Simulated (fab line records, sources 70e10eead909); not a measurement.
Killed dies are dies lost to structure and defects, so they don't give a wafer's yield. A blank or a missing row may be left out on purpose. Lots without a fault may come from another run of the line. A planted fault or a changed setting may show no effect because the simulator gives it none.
Chamber matching | flow nand_harc | NHARC_A_CONTACT_DESCUM_47 on rie_diel-12: 4 sister chambers
The step chemistry O2, time 3 s. 4 wafers are shown with their chamber, then 12 later ones without.

WAFERS WITH THEIR CHAMBER
wafer  | chamber | showerhead_plenum_p_Torr (Torr)
L092.6 | 1       | 2.00
L091.2 | 2       | 1.87
L091.3 | 3       | 1.82
L091.4 | 0       | 1.90

WAFERS WITHOUT THEIR CHAMBER
wafer  | showerhead_plenum_p_Torr (Torr)
L094.2 | 1.82
L094.3 | 2.00
L094.4 | 1.87
L093.1 | 1.90
L093.3 | 1.82
L093.6 | 1.90
L095.1 | 1.90
L095.2 | 2.00
L095.4 | 1.86
L096.1 | 1.82
L096.3 | 1.86
L096.5 | 2.00

WHICH CHAMBER EACH WENT THROUGH
wafer  | from the rows above | in truth
L094.2 | 3                   | 3
L094.3 | 1                   | 1
L094.4 | 2                   | 2
L093.1 | 0                   | 0
L093.3 | 3                   | 3
L093.6 | 0                   | 0
L095.1 | 0                   | 0
L095.2 | 1                   | 1
L095.4 | 2                   | 2
L096.1 | 3                   | 3
L096.3 | 2                   | 2
L096.5 | 1                   | 1
Placed correctly: 12 of 12. Can't be placed from these rows: 0. Placed wrongly: 0.
How it was worked out, from the rows above alone: a wafer's distance from a chamber is the root of the sum, over the readings, of the square of ((its reading less the chamber's mean) divided by the reading's scatter). The wafer belongs to the nearest chamber; if the next one is less than 2 further off, it can't be placed. A chamber's mean is the mean of its shown wafers. The scatter: with one shown wafer a chamber, the root of the mean of the squares of how far each hidden wafer lies from its nearest shown one.
